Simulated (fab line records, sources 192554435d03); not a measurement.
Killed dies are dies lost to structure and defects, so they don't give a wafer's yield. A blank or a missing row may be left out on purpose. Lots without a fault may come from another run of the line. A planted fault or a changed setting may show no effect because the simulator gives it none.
Chamber matching | flow n5_finfet | N5_BEOL_M5_CO_CAP_78 on cvd_co-02: 3 sister chambers
The step material Co, precursor CCTBA/H2, target thk 2 nm, time 102.1 s. 6 wafers are shown with their chamber, then 9 later ones without.

WAFERS WITH THEIR CHAMBER
wafer  | chamber | heater_power_w (W) | susceptor_temp_C (C)
L082.5 | 1       | 219                | 199.93
L084.5 | 0       | 223                | 200.23
L084.6 | 2       | 240                | 200.26
L085.2 | 1       | 218                | 200.11
L085.3 | 0       | 227                | 199.86
L085.4 | 2       | 234                | 200.10

WAFERS WITHOUT THEIR CHAMBER
wafer  | heater_power_w (W) | susceptor_temp_C (C)
L092.1 | 224                | 200.25
L092.2 | 225                | 199.56
L092.4 | 227                | 199.98
L094.2 | 228                | 200.37
L094.5 | 219                | 200.10
L094.6 | 227                | 200.05
L093.3 | 227                | 200.10
L093.5 | 241                | 199.95
L093.6 | 220                | 199.85

WHICH CHAMBER EACH WENT THROUGH
wafer  | from the rows above          | in truth
L092.1 | can't be placed: 0 or 1      | 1
L092.2 | can't be placed: 0 or 1      | 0
L092.4 | 0                            | 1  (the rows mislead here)
L094.2 | can't be placed: 0 or 2 or 1 | 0
L094.5 | can't be placed: 1 or 0      | 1
L094.6 | 0                            | 0
L093.3 | 0                            | 0
L093.5 | 2                            | 2
L093.6 | can't be placed: 1 or 0      | 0
Placed correctly: 3 of 9. Can't be placed from these rows: 5 (the true chamber is among the candidates in 5). Placed wrongly: 1.
How it was worked out, from the rows above alone: a wafer's distance from a chamber is the root of the sum, over the readings, of the square of ((its reading less the chamber's mean) divided by the reading's scatter). The wafer belongs to the nearest chamber; if the next one is less than 2 further off, it can't be placed. A chamber's mean is the mean of its shown wafers. The scatter: the root of (the sum of the squares of (reading less its chamber's mean) over the shown wafers, divided by (wafers less chambers)).
